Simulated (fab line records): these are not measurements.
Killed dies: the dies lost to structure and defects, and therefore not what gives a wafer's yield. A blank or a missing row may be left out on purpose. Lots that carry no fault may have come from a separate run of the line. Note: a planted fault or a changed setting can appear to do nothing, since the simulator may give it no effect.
fab line records	flow nandHarc
record: lots: 13	wafers: 39	lastDay: 24
route steps=1159 shown A_ZERO_WELL@403 A_ONON_D1@431 END@1159
lots untouched by any fault: they come from a run of this same line in which no faults occurred
startH: the number of hours between the record's first day and the start of the first shown wafer of the lot	waitH: hours elapsed since this lot's preceding step	" identical to the entry in the row above	L1.1+2: one row covering several wafers at once	- no value present, or no start provided	* or withheld: withheld	< > ~ a bound
route shown NAME@n: a module of which the file shows steps, and the number in the route of the first	usual: mean and standard deviation over wafers with no fault	same: alike in all rows	chamber/n: place in a boat	sites: the reading at each site	_std_site: their standard deviation	_edge_site: the outer-site mean with the inner-site mean subtracted	radiusMm: how far each site lies from the wafer's centre	mask NAME#n: copy n	behind: tool/chamber where the wafer was last shaped	hold: cause of the lot's hold/its duration in hours/its outcome	device: which transistor (n, p or np) failed to switch	end of line: the route-end tests of the same wafers	a step without rows: its recipe alone	killed: not the wafer's yield, but the dies lost to structure and defects at the first sort	map: per-die view of a wafer (x killed, . not killed, _ where there is no die)
set.NAME: the setting as run; set.NAME@STEP: as run at that earlier step	model.NAME: the simulator's own value behind a step, which no gauge read
route steps across a sampled set of lots; one table per step, one row per wafer
services: a tool's chamber out of use, with start hour (startH, from the record's first day; less than 0 if before it), hours out, and reason
== steps ==
step: NHARC_A_ZERO_WELL_DESCUM_12
recipe: timeS: 3	o2FlowSccm: 200	arFlowSccm: 0	biasPowerW: 0	chemistry: O2
usual: drypumpMotorCurrentA: 5.5/0.59	oesProductAu: 1.008/0.015	rfVppV: 57.8/0.88	showerheadPlenumPTorr: 1.91/0.09	throttleValvePct: 11.309/0.0084
same: biasPowerW: 0
lot.wafer	tool	chamber	startH	waitH	drypumpMotorCurrentA	oesProductAu	rfHoursCounterH	rfVppV	showerheadPlenumPTorr	throttleValvePct
L567.1	rieDiel-01	3	127.94	-	6.7	0.978	15	58.0	1.83	11.295
L567.5	"	0	"	"	5.1	1.008	-	57.8	1.79	11.309
L567.6	"	1	"	"	5.6	1.014	-	58.4	1.88	11.306
L569.4	rieDiel-12	3	149.87	-	5.7	1.001	7	58.8	1.97	11.310
L569.6	"	1	"	"	4.9	1.020	-	57.9	1.90	11.320
L569.5	"	2	"	"	5.4	1.002	-	57.4	2.03	11.301
L571.1	rieDiel-01	2	152.42	-	5.0	1.015	1	57.7	1.99	11.311
L571.5	"	1	"	"	5.6	1.007	-	57.2	1.88	11.322
L571.6	"	2	"	"	5.0	1.013	-	57.1	1.99	11.323
L572.1	rieDiel-03	2	164.36	-	5.9	1.010	7	58.7	2.01	11.321
L572.2	"	0	"	"	5.6	1.031	10	56.9	1.78	11.316
L572.6	"	3	"	"	5.3	1.013	-	57.2	2.04	11.310
L573.1	rieDiel-03	3	171.02	-	5.3	1.006	10	57.8	2.04	11.313
L573.3	"	2	"	"	5.9	1.011	7	58.8	2.01	11.310
L573.5	"	3	"	"	5.3	1.010	-	58.9	2.03	11.289
L576.2	rieDiel-01	3	182.46	-	6.8	0.986	4	56.2	1.83	11.293
L576.1	"	2	"	"	4.9	1.022	4	57.2	1.99	11.313
L576.6	"	0	"	"	5.1	1.006	-	57.0	1.79	11.316
L579.2	rieDiel-03	1	212.42	-	6.1	1.001	14	57.1	1.81	11.308
L579.1	"	2	"	"	5.9	1.014	11	57.2	2.01	11.311
L579.5	"	1	"	"	6.1	1.003	-	58.1	1.81	11.311
L580.1	rieDiel-01	3	213.74	-	6.8	0.980	7	58.0	1.83	11.298
L580.4	"	2	"	"	4.9	1.011	7	57.1	1.99	11.295
L580.6	"	0	"	"	5.1	1.026	-	57.2	1.79	11.295
L583.1	rieDiel-01	2	230.16	-	5.0	1.022	9	58.9	1.99	11.314
L583.3	"	0	"	"	5.1	1.033	9	57.8	1.79	11.306
L583.6	"	3	"	"	6.7	0.988	-	59.0	1.83	11.313
L584.4	rieDiel-03	1	233.39	-	6.1	0.991	0	57.7	1.81	11.313
L584.5	"	1	"	"	6.1	0.994	-	56.4	1.81	11.314
L584.6	"	2	"	"	5.9	0.988	-	57.3	2.01	11.317
L588.3	rieDiel-01	3	256.26	-	6.8	0.976	12	57.5	1.82	11.308
L588.1	"	0	"	"	5.1	1.032	11	56.7	1.79	11.308
L588.6	"	2	"	"	4.9	1.023	-	58.2	1.99	11.320
L587.1	rieDiel-01	2	257.39	-	4.9	1.019	12	59.1	1.99	11.309
L587.2	"	1	"	"	5.5	1.003	12	59.0	1.88	11.308
L587.5	"	3	"	"	6.8	0.971	-	56.9	1.83	11.315
L589.2	rieDiel-12	1	274.48	-	4.9	1.035	4	57.5	1.90	11.312
L589.1	"	2	"	"	5.4	1.010	4	57.7	2.02	11.323
L589.6	"	0	"	"	4.9	1.009	-	58.8	1.99	11.307
step: NHARC_A_ONON_D1_THK_MEAS_11
recipe: thkMeasGauge: ellipsometry
usual: thkNm: 1003/11
lot.wafer	tool	chamber	startH	waitH	thkNm
L567.1	filmMetro-01	-	152.45	-	1027
L567.5	"	-	"	"	1026
L567.6	"	-	"	"	1029
L569.4	filmMetro-02	-	174.81	-	1012
L569.5	"	-	"	"	1013
L569.6	"	-	"	"	1012
L571.1	filmMetro-01	-	174.81	-	995
L571.5	"	-	"	"	998
L571.6	"	-	"	"	998
L572.1	filmMetro-02	-	189.82	-	984
L572.2	"	-	"	"	983
L572.6	"	-	"	"	983
L573.1	filmMetro-02	-	195.89	-	1004
L573.3	"	-	"	"	1006
L573.5	"	-	"	"	1008
L576.1	filmMetro-01	-	207.00	-	991
L576.2	"	-	"	"	994
L576.6	"	-	"	"	993
L580.1	filmMetro-01	-	234.58	-	999
L580.4	"	-	"	"	999
L580.6	"	-	"	"	999
L579.1	filmMetro-02	-	234.60	-	1002
L579.2	"	-	"	"	1004
L579.5	"	-	"	"	1004
L583.1	filmMetro-01	-	254.55	-	1013
L583.3	"	-	"	"	1015
L583.6	"	-	"	"	1014
L584.4	filmMetro-01	-	258.13	-	1001
L584.5	"	-	"	"	1001
L584.6	"	-	"	"	1002
L587.1	filmMetro-01	-	280.52	-	986
L587.2	"	-	"	"	988
L587.5	"	-	"	"	988
L588.1	filmMetro-01	-	280.53	-	1014
L588.3	"	-	"	"	1015
L588.6	"	-	"	"	1013
L589.1	filmMetro-01	-	298.49	-	993
L589.2	"	-	"	"	994
L589.6	"	-	"	"	995
step: NHARC_A_ONON_D1_THK_MEAS_27
recipe: thkMeasGauge: ellipsometry
usual: thkNm: 998/11
lot.wafer	tool	chamber	startH	waitH	thkNm
L567.1	filmMetro-02	-	164.05	-	984
L567.5	"	-	"	"	983
L567.6	"	-	"	"	985
L569.4	filmMetro-01	-	184.18	-	1004
L569.5	"	-	"	"	1005
L569.6	"	-	"	"	1003
L571.1	filmMetro-01	-	184.23	-	1004
L571.5	"	-	"	"	1004
L571.6	"	-	"	"	1003
L572.1	filmMetro-02	-	202.06	-	1002
L572.2	"	-	"	"	1003
L572.6	"	-	"	"	1003
L573.1	filmMetro-02	-	216.02	-	1013
L573.3	"	-	"	"	1016
L573.5	"	-	"	"	1012
L576.1	filmMetro-02	-	216.37	-	992
L576.2	"	-	"	"	993
L576.6	"	-	"	"	992
L580.1	filmMetro-02	-	245.33	-	987
L580.4	"	-	"	"	987
L580.6	"	-	"	"	988
L579.1	filmMetro-01	-	245.36	-	1011
L579.2	"	-	"	"	1009
L579.5	"	-	"	"	1012
L583.1	filmMetro-01	-	263.89	-	1009
L583.3	"	-	"	"	1010
L583.6	"	-	"	"	1009
L584.4	filmMetro-01	-	267.52	-	1002
L584.5	"	-	"	"	1000
L584.6	"	-	"	"	1003
L587.1	filmMetro-01	-	289.93	-	976
L587.2	"	-	"	"	976
L587.5	"	-	"	"	975
L588.1	filmMetro-02	-	289.96	-	986
L588.3	"	-	"	"	987
L588.6	"	-	"	"	987
L589.1	filmMetro-02	-	308.52	-	1004
L589.2	"	-	"	"	1004
L589.6	"	-	"	"	1005
step: NHARC_A_ONON_D1_DEP_28
recipe: targetThkA: 10000	n2FlowSccm: 2750	n2oFlowSccm: 2000	nh3FlowSccm: 500	sih4FlowSccm: 210	tempC: 400
lot.wafer	tool	chamber	startH	waitH
L567.1+5+6	pecvdOnon-01	0	164.11	0.1
L571.1+5+6	pecvdOnon-02	0	184.29	0.1
L569.4+5+6	pecvdOnon-04	0	184.41	0.2
L572.1+2+6	pecvdOnon-02	0	202.12	0.1
L573.1+3+5	pecvdOnon-04	0	216.09	0.1
L576.1+2+6	pecvdOnon-04	0	216.44	0.1
L580.1+4+6	pecvdOnon-01	0	245.52	0.2
L579.1+2+5	pecvdOnon-02	0	245.54	0.2
L583.1+3+6	pecvdOnon-02	0	263.96	0.1
L584.4+5+6	pecvdOnon-02	0	267.74	0.2
L587.1+2+5	pecvdOnon-02	0	289.98	0.1
L588.1+3+6	pecvdOnon-01	0	290.01	0.1
L589.1+2+6	pecvdOnon-04	0	308.57	0.1
step: NHARC_A_ONON_D1_THK_MEAS_30
recipe: thkMeasGauge: ellipsometry
usual: thkNm: 1000/14
lot.wafer	tool	chamber	startH	waitH	thkNm
L567.1	filmMetro-01	-	164.62	-	1013
L567.5	"	-	"	"	1014
L567.6	"	-	"	"	1014
L569.4	filmMetro-01	-	184.75	-	1006
L569.5	"	-	"	"	1008
L569.6	"	-	"	"	1008
L571.1	filmMetro-02	-	184.82	-	1013
L571.5	"	-	"	"	1012
L571.6	"	-	"	"	1011
L572.1	filmMetro-01	-	202.63	-	1009
L572.2	"	-	"	"	1008
L572.6	"	-	"	"	1010
L573.1	filmMetro-02	-	216.60	-	1307
L573.3	"	-	"	"	1306
L573.5	"	-	"	"	1307
L576.1	filmMetro-02	-	216.95	-	1273
L576.2	"	-	"	"	1274
L576.6	"	-	"	"	1273
L580.1	filmMetro-01	-	246.03	-	1008
L580.4	"	-	"	"	1008
L580.6	"	-	"	"	1007
L579.1	filmMetro-02	-	246.05	-	1009
L579.2	"	-	"	"	1010
L579.5	"	-	"	"	1009
L583.1	filmMetro-02	-	264.48	-	1003
L583.3	"	-	"	"	1002
L583.6	"	-	"	"	1002
L584.4	filmMetro-01	-	268.08	-	1021
L584.5	"	-	"	"	1021
L584.6	"	-	"	"	1021
L587.1	filmMetro-02	-	290.49	-	993
L587.2	"	-	"	"	992
L587.5	"	-	"	"	991
L588.1	filmMetro-01	-	290.52	-	983
L588.3	"	-	"	"	984
L588.6	"	-	"	"	983
L589.1	filmMetro-02	-	309.08	-	1013
L589.2	"	-	"	"	1015
L589.6	"	-	"	"	1013
step: NHARC_END_SORT_01
recipe: tempC: 25
usual: killedAtArray: 28/10	killedAtOther: 0.6/1.1	killedAtPeriphery: 3.6/2.6	killedDies: 32/10	killedOpen: 3.3/1.8	killedShort: 1.9/1.4
same: grossDies: 677
lot.wafer	tool	chamber	startH	waitH	killedAtArray	killedAtOther	killedAtPeriphery	killedDies	killedOpen	killedShort
L572.1	prober-02	0	457.26	2.5	30	0	2	32	2	1
L572.2	prober-02	0	458.06	2.8	26	0	3	29	5	0
L572.6	prober-02	0	461.25	4.0	22	0	3	25	3	1
L571.1	prober-01	0	464.39	2.5	19	0	8	27	3	1
L571.5	prober-01	0	467.64	3.8	17	2	7	26	6	2
L571.6	prober-01	0	468.46	4.1	13	1	9	23	5	3
L573.1	prober-02	0	505.27	2.5	677	0	0	677	2	3
L573.3	prober-02	0	506.85	3.1	676	0	1	677	3	1
L573.5	prober-02	0	508.43	3.7	675	1	1	677	1	3
L576.1	prober-01	0	505.30	2.5	674	3	0	677	2	1
L576.2	prober-01	0	506.11	2.8	667	3	7	677	1	3
L576.6	prober-01	0	509.32	4.0	674	1	2	677	4	2
L579.1	prober-02	0	513.74	2.5	31	1	2	34	2	1
L579.2	prober-02	0	514.55	2.8	24	0	2	26	2	1
L579.5	prober-02	0	516.97	3.7	21	0	3	24	3	2
L580.1	prober-01	0	513.77	2.5	33	1	1	35	4	3
L580.4	prober-01	0	516.15	3.4	32	0	3	35	5	1
L580.6	prober-01	0	517.74	4.0	26	0	7	33	6	1
L583.1	prober-02	0	547.82	2.5	21	0	3	24	5	1
L583.3	prober-02	0	549.42	3.1	21	0	5	26	3	1
L583.6	prober-02	0	551.82	4.0	25	0	6	31	3	4
L589.1	prober-02	0	571.33	2.5	41	0	15	56	1	3
L589.2	prober-02	0	572.13	2.8	50	0	6	56	3	2
L589.6	prober-02	0	575.31	4.0	38	0	8	46	1	4
killed by level:class
L572.1 A_SLIT:chamberFilmFlake=16 A_CONTACT:chamberFilmFlake=5 A_ZERO_WELL:chamberFilmFlake=3 A_CHANNEL_HOLE_D1:chamberFilmFlake=2 P_CONTACT:geometricParticle:open=1 A_CHANNEL_HOLE_D1:geometricParticle:short=1 A_CHANNEL_HOLE_D1:geometricParticle:open=1 P_BONDPAD:chamberFilmFlake=1
L572.2 A_SLIT:chamberFilmFlake=12 A_CONTACT:chamberFilmFlake=4 A_STAIRCASE:chamberFilmFlake=2 A_SGD_CUT:chamberFilmFlake=2 P_M0:geometricParticle:open=1 A_ONON_D1:geometricParticle:open=1 A_CHANNEL_FILL_D1:geometricParticle:open=1 A_M0:geometricParticle:open=1
L572.6 A_SLIT:chamberFilmFlake=15 P_CONTACT:geometricParticle:open=1 A_SGD_CUT:geometricParticle:open=1 A_WL_FILL:geometricParticle:short=1 A_M0:geometricParticle:open=1 P_ZERO_WELL:chamberFilmFlake=1 P_STI:chamberFilmFlake=1 A_ZERO_WELL:chamberFilmFlake=1
L571.1 A_WL_FILL:chamberFilmFlake=5 P_ZERO_WELL:chamberFilmFlake=4 A_CHANNEL_HOLE_D1:chamberFilmFlake=4 A_CONTACT:chamberFilmFlake=3 P_GATE:chamberFilmFlake=2 P_M1:chamberFilmFlake=2 A_STAIRCASE:chamberFilmFlake=2 A_SLIT:geometricParticle:open=1
L571.5 A_CONTACT:geometricParticle:open=4 A_STAIRCASE:chamberFilmFlake=4 A_WL_FILL:geometricParticle:short=2 P_M1:chamberFilmFlake=2 A_CHANNEL_HOLE_D1:chamberFilmFlake=2 A_WL_FILL:chamberFilmFlake=2 THIN_TSV:chamberFilmFlake=2 P_CONTACT:geometricParticle:open=1
L571.6 A_CHANNEL_HOLE_D1:chamberFilmFlake=5 P_GATE:chamberFilmFlake=3 P_CONTACT:geometricParticle:open=2 A_WL_FILL:chamberFilmFlake=2 P_STI:geometricParticle:short=1 P_GATE:geometricParticle:open=1 A_SLIT:geometricParticle:short=1 THIN_TSV:chamberFilmFlake=1
L573.1 A_ONON_D1:areaDep=640 A_CHANNEL_HOLE_D1:chamberFilmFlake=20 A_SLIT:chamberFilmFlake=7 A_CONTACT:chamberFilmFlake=4 A_SGD_CUT:geometricParticle:short=2 A_SOURCE_PLATE:geometricParticle:short=1 A_CONTACT:geometricParticle:open=1 A_BLC:geometricParticle:open=1
L576.1 A_ONON_D1:areaDep=645 A_CHANNEL_HOLE_D1:chamberFilmFlake=15 A_SLIT:chamberFilmFlake=7 THIN_TSV:chamberFilmFlake=3 A_STAIRCASE:chamberFilmFlake=2 A_SOURCE_PLATE:geometricParticle:open=1 A_CHANNEL_FILL_D1:geometricParticle:open=1 A_CHANNEL_FILL_D1:geometricParticle:short=1
L576.2 A_ONON_D1:areaDep=630 A_CHANNEL_HOLE_D1:chamberFilmFlake=21 A_SLIT:chamberFilmFlake=8 P_STI:chamberFilmFlake=5 THIN_TSV:chamberFilmFlake=3 A_STAIRCASE:chamberFilmFlake=2 A_WL_FILL:chamberFilmFlake=2 P_M0:geometricParticle:short=1
L573.3 A_ONON_D1:areaDep=635 A_CHANNEL_HOLE_D1:chamberFilmFlake=17 A_SLIT:chamberFilmFlake=11 A_CONTACT:chamberFilmFlake=5 A_WL_FILL:chamberFilmFlake=3 P_CONTACT:geometricParticle:open=1 A_CHANNEL_FILL_D1:geometricParticle:open=1 A_WL_FILL:geometricParticle:open=1
L573.5 A_ONON_D1:areaDep=637 A_CHANNEL_HOLE_D1:chamberFilmFlake=15 A_SLIT:chamberFilmFlake=13 A_WL_FILL:chamberFilmFlake=4 A_CONTACT:chamberFilmFlake=2 P_M0:geometricParticle:short=1 A_ONON_D1:geometricParticle:short=1 A_STAIRCASE:geometricParticle:open=1
L576.6 A_ONON_D1:areaDep=630 A_SLIT:chamberFilmFlake=17 A_CHANNEL_HOLE_D1:chamberFilmFlake=16 A_M0:geometricParticle:open=2 A_CHANNEL_FILL_D1:chamberFilmFlake=2 A_STAIRCASE:chamberFilmFlake=2 P_M0:geometricParticle:short=1 A_ONON_D1:geometricParticle:open=1
L579.1 A_CHANNEL_HOLE_D1:chamberFilmFlake=19 A_CHANNEL_FILL_D1:chamberFilmFlake=3 A_WL_FILL:chamberFilmFlake=3 A_CONTACT:chamberFilmFlake=3 P_M0:geometricParticle:open=1 A_CHANNEL_FILL_D1:geometricParticle:short=1 A_M1:geometricParticle:open=1 P_GATE:chamberFilmFlake=1
L580.1 A_SLIT:chamberFilmFlake=12 A_CHANNEL_HOLE_D1:chamberFilmFlake=5 A_STAIRCASE:chamberFilmFlake=4 A_CONTACT:geometricParticle:open=3 A_ONON_D1:geometricParticle:short=2 A_WL_FILL:chamberFilmFlake=2 A_CONTACT:chamberFilmFlake=2 A_CHANNEL_FILL_D1:geometricParticle:short=1
L579.2 A_CHANNEL_HOLE_D1:chamberFilmFlake=13 A_STAIRCASE:chamberFilmFlake=4 A_CHANNEL_FILL_D1:chamberFilmFlake=2 A_CONTACT:chamberFilmFlake=2 P_CONTACT:geometricParticle:short=1 A_WL_FILL:geometricParticle:open=1 A_BLC:geometricParticle:open=1 P_BONDPAD:chamberFilmFlake=1
L580.4 A_SLIT:chamberFilmFlake=13 A_CHANNEL_HOLE_D1:chamberFilmFlake=6 A_STAIRCASE:chamberFilmFlake=4 A_WL_FILL:chamberFilmFlake=4 A_CONTACT:geometricParticle:open=2 P_GATE:geometricParticle:open=1 P_CONTACT:geometricParticle:open=1 A_SGD_CUT:geometricParticle:short=1
L579.5 A_CHANNEL_HOLE_D1:chamberFilmFlake=15 P_GATE:chamberFilmFlake=2 P_CONTACT:geometricParticle:short=1 A_ONON_D1:geometricParticle:short=1 A_WL_FILL:geometricParticle:open=1 A_CONTACT:geometricParticle:open=1 A_M0:geometricParticle:open=1 A_STAIRCASE:chamberFilmFlake=1
L580.6 A_SLIT:chamberFilmFlake=15 P_ZERO_WELL:chamberFilmFlake=2 A_CHANNEL_HOLE_D1:chamberFilmFlake=2 A_WL_FILL:chamberFilmFlake=2 A_CONTACT:chamberFilmFlake=2 P_STI:geometricParticle:open=1 P_GATE:geometricParticle:open=1 P_M0:geometricParticle:short=1
L583.1 A_CHANNEL_HOLE_D1:chamberFilmFlake=4 A_SGD_CUT:chamberFilmFlake=4 A_WL_FILL:chamberFilmFlake=4 P_CONTACT:geometricParticle:open=2 A_CONTACT:geometricParticle:open=2 A_STAIRCASE:chamberFilmFlake=2 A_CONTACT:chamberFilmFlake=2 A_M0:geometricParticle:open=1
L583.3 A_STAIRCASE:chamberFilmFlake=8 A_CHANNEL_HOLE_D1:chamberFilmFlake=5 A_CONTACT:chamberFilmFlake=3 A_SGD_CUT:chamberFilmFlake=2 P_GATE:geometricParticle:open=1 P_M1:geometricParticle:open=1 P_M2:geometricParticle:open=1 A_CHANNEL_FILL_D1:geometricParticle:short=1
L583.6 P_M0:chamberFilmFlake=4 A_CHANNEL_HOLE_D1:chamberFilmFlake=4 A_STAIRCASE:chamberFilmFlake=4 A_SGD_CUT:chamberFilmFlake=3 A_CONTACT:geometricParticle:short=2 A_ZERO_WELL:chamberFilmFlake=2 A_SLIT:chamberFilmFlake=2 A_CONTACT:chamberFilmFlake=2
L589.1 A_SLIT:chamberFilmFlake=20 A_CHANNEL_HOLE_D1:chamberFilmFlake=10 P_M2:chamberFilmFlake=8 A_CONTACT:chamberFilmFlake=5 P_GATE:chamberFilmFlake=3 A_CHANNEL_FILL_D1:geometricParticle:short=2 P_ZERO_WELL:chamberFilmFlake=2 A_STAIRCASE:chamberFilmFlake=2
L589.2 A_CHANNEL_HOLE_D1:chamberFilmFlake=18 A_SLIT:chamberFilmFlake=16 A_CONTACT:chamberFilmFlake=8 P_ZERO_WELL:chamberFilmFlake=2 P_GATE:chamberFilmFlake=2 P_M2:chamberFilmFlake=2 A_STAIRCASE:chamberFilmFlake=2 A_ONON_D1:geometricParticle:open=1
L589.6 A_SLIT:chamberFilmFlake=20 A_CHANNEL_HOLE_D1:chamberFilmFlake=8 A_CONTACT:chamberFilmFlake=4 P_M2:chamberFilmFlake=3 A_STAIRCASE:chamberFilmFlake=3 P_GATE:chamberFilmFlake=2 P_GATE:geometricParticle:short=1 P_M1:geometricParticle:open=1
== services ==
tool	chamber	startH	hours	kind
pecvdOnon-02	-	111.33	13.0	pm
rieDiel-01	0	116.81	-	clean
rieDiel-01	1	116.81	-	clean
rieDiel-01	2	116.81	-	clean
rieDiel-01	3	116.81	-	clean
rieDiel-03	2	125.52	20.1	repair
rieDiel-01	-	137.81	9.0	pm
rieDiel-01	0	137.81	9.0	ventCycle
rieDiel-01	1	137.81	9.0	ventCycle
rieDiel-01	2	137.81	9.0	ventCycle
rieDiel-01	3	137.81	9.0	ventCycle
rieDiel-01	0	146.81	-	clean
rieDiel-01	1	146.81	-	clean
rieDiel-01	2	146.81	-	clean
rieDiel-01	3	146.81	-	clean
rieDiel-12	-	156.59	2.6	repair
rieDiel-12	-	171.28	0.6	repair
pecvdOnon-01	-	195.24	13.0	pm
rieDiel-12	-	202.47	9.0	pm
rieDiel-12	0	211.63	6.9	repair
rieDiel-03	-	215.30	9.0	pm
pecvdOnon-04	-	237.01	13.0	pm
rieDiel-01	0	242.21	10.2	repair
pecvdOnon-02	-	292.33	13.0	pm
== key ==
firstSign: step: NHARC_A_ONON_D1_THK_MEAS_30	reading: thkNm	direction: up	sigmas: 20	usual: 1000	struck: 1290
effect: step: NHARC_END_SORT_01	reading: killedAtArray	direction: up	sigmas: 63	usual: 28	struck: 674
moreKillsBornAt: NHARC_A_ONON_D1_DEP_28@pecvdOnon-04: 3817
metAt NHARC_A_ONON_D1_DEP_28
struckLots L573,L576
laterRowsLeftOut L573.1,L573.3,L573.5,L576.1,L576.2,L576.6
testerLeftOut L573,L576
notActingAt NHARC_A_ZERO_WELL_DESCUM_12,NHARC_A_ONON_D1_THK_MEAS_11,NHARC_A_ONON_D1_THK_MEAS_27
onsetBetween 184.41 216.09
fault: kind: processParameterDrift	tool: pecvdOnon-04	chamber: -	onsetH: 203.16	steps: NHARC_A_ONON_D1_DEP_28	channel: targetThkA	offset: *	shape: step	endH: 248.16	actsIn: *	stated: *
testerLeftOut: of these lots the tester's yield and bins aren't shown, on N5 and GAA mostly nor the transistor test; their killed dies are dies lost to structure and defects alone, not to doping, threshold or leakage, so they don't give the yield
laterRowsLeftOut: the simulator's readings of these wafers behind a module that went badly wrong aren't trusted and aren't shown, but for the sort
